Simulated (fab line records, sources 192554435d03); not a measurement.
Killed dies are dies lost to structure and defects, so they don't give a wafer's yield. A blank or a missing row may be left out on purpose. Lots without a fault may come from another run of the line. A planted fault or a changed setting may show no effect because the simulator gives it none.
Split-lot experiment | flow n5_finfet | 7 lots, 21 wafers read, on a route of 1938 steps

THE SPLIT
At N5_BEOL_M7_EXPOSE_08 (exposes mask M7), the setting dose_mj was moved away from the recipe's 68.25 on 5 of the 21 wafers read, by -4.7% to +6.2%. The other wafers ran this setting at the recipe's value.

FROM THE SPLIT TO THE READING: what the file shows between them, 15 steps
- N5_BEOL_M7_PEB_09: peb time 60 s
- N5_BEOL_M7_DEVELOP_10: develop time 30 s
- N5_BEOL_M7_CD_MEAS_11: target cd 38.5 nm
- N5_BEOL_M7_DESCUM_16: chemistry O2, time 7.9 s
- N5_BEOL_M7_ETCH_61: etches SiARC in CF4, target depth 45.5 nm, time 75.8 s
- N5_BEOL_M7_ETCH_62: etches SOC in N2/H2, target depth 110 nm, overetch 22 nm, time 165 s
- N5_BEOL_M7_STRIP_68: strips in N2/H2
- N5_BEOL_M7_STRIP_67: strips in CF4
- N5_BEOL_M7_HM_OPEN_17: chemistry Cl2/BCl3, target TiN, target depth 20 nm, overetch 6 nm
- N5_BEOL_M7_STRIP_19: strips in O2
- N5_BEOL_M7_CD_MEAS_18: pitch 80 nm, target cd 40 nm
- N5_BEOL_M7_ETCH_41: etches SiCN in CH3F/O2, target depth 31.9 nm, time 57.8 s (also split here: source_w)
- N5_BEOL_M7_STRIP_80: strips in N2/H2, time 10 s
- N5_BEOL_M7_PRECLEAN_42: cleans in residue remover, time 60 s
- N5_BEOL_M7_SRD_43: time 30 s

THE READING
cd_nm, in nm, at N5_BEOL_M7_CD_MEAS_35 (target cd 40 nm). Fault-free wafers of this fab line usually give 39.9 nm, standard deviation 0.68 nm.

wafer  | tool, chamber at the split | dose_mj as run | against the recipe | cd_nm, nm | against lot-mates on the recipe
L075.2 | arfi_scanner-02, 0         | 68.25          | recipe             | 39.8      | -
L075.3 | arfi_scanner-02, 0         | 68.25          | recipe             | 39.3      | -
L075.6 | arfi_scanner-02, 0         | 68.25          | recipe             | 40.4      | -
L079.1 | arfi_scanner-01, 0         | 68.25          | recipe             | 41.1      | -
L079.2 | arfi_scanner-01, 0         | 68.25          | recipe             | 40.2      | -
L079.5 | arfi_scanner-01, 0         | 68.25          | recipe             | 41.4      | -
L085.1 | arfi_scanner-01, 0         | 68.25          | recipe             | 39.4      | -
L085.4 | arfi_scanner-01, 0         | 68.25          | recipe             | 40.3      | -
L085.5 | arfi_scanner-01, 0         | 65.07          | -4.7%              | 37.8      | -2.0
L088.2 | arfi_scanner-03, 0         | 68.25          | recipe             | 40.1      | -
L088.4 | arfi_scanner-03, 0         | 68.25          | recipe             | 40.4      | -
L088.5 | arfi_scanner-03, 0         | 68.25          | recipe             | 40.7      | -
L087.2 | arfi_scanner-01, 0         | 68.25          | recipe             | 39.2      | -
L087.5 | arfi_scanner-01, 0         | 68.25          | recipe             | 39.4      | -
L087.6 | arfi_scanner-01, 0         | 68.25          | recipe             | 39.3      | -
L092.1 | arfi_scanner-02, 0         | 66.1           | -3.2%              | 38.8      | -1.5
L092.2 | arfi_scanner-02, 0         | 68.25          | recipe             | 40.3      | -
L092.5 | arfi_scanner-02, 0         | 66.1           | -3.2%              | 38.1      | -2.2
L097.2 | arfi_scanner-03, 0         | 72.47          | +6.2%              | 42.9      | +3.4
L097.3 | arfi_scanner-03, 0         | 68.25          | recipe             | 39.5      | -
L097.4 | arfi_scanner-03, 0         | 72.47          | +6.2%              | 42.2      | +2.7

THE FIT
A straight line over all 21 wafers: cd_nm changes by +0.437 nm for each +1% of dose_mj; r = +0.87; the points scatter about the line by 0.63 nm.
The same after taking each lot's own level away (the mean of its wafers on the recipe; 21 wafers): +0.499 nm for each +1%; r = +0.96; scatter 0.38 nm.
On that fit, the largest move of dose_mj shifts the reading by 3.1 nm.
The lots' own levels span 39.30 to 40.90 nm, that is 2.4 times the standard deviation above.
So the lot-to-lot level changes the slope: the two fits differ.
Check: with one of the wafers moved furthest among these (+6.2%) left out of the fit, the line predicts +2.88 nm for it against its lot-mates. It came out at +3.4 nm against them.

OTHER SPLITS ON THESE WAFERS
These wafers also went through other splits before the reading. Each is held against what the fit with the lots' levels taken away leaves over:
other split on the same wafers | wafers away from the commonest value | r with cd_nm (lot level and that fit taken away)
N5_BEOL_M7_ETCH_41 source_w    | 4                                    | -0.27

THE WHOLE CHAIN: every reading that the file lists as answering this split, in the file's order
step                  | what it does                                                         | reading                                                               | change (the file's fit)               | r (the file's)
N5_BEOL_M7_CD_MEAS_11 | target cd 38.5 nm                                                    | cd_nm                                                                 | +0.563 nm for each +1% of the setting | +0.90
N5_BEOL_M7_ETCH_61    | etches SiARC in CF4, target depth 45.5 nm, time 75.8 s               | BEOL_M7.cd_offset_nm (the simulator's own value, which no gauge read) | +0.556 nm for each +1% of the setting | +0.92
N5_BEOL_M7_ETCH_62    | etches SOC in N2/H2, target depth 110 nm, overetch 22 nm, time 165 s | BEOL_M7.cd_offset_nm (the simulator's own value, which no gauge read) | +0.524 nm for each +1% of the setting | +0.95
N5_BEOL_M7_HM_OPEN_17 | chemistry Cl2/BCl3, target TiN, target depth 20 nm, overetch 6 nm    | BEOL_M7.cd_offset_nm (the simulator's own value, which no gauge read) | +0.498 nm for each +1% of the setting | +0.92
N5_BEOL_M7_CD_MEAS_18 | pitch 80 nm, target cd 40 nm                                         | cd_nm                                                                 | +0.538 nm for each +1% of the setting | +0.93
N5_BEOL_M7_CD_MEAS_35 | target cd 40 nm                                                      | cd_nm                                                                 | +0.492 nm for each +1% of the setting | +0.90

THE FILE'S OWN FIT
cd_nm changes by +0.492 nm for each +1% of dose_mj, r = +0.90.
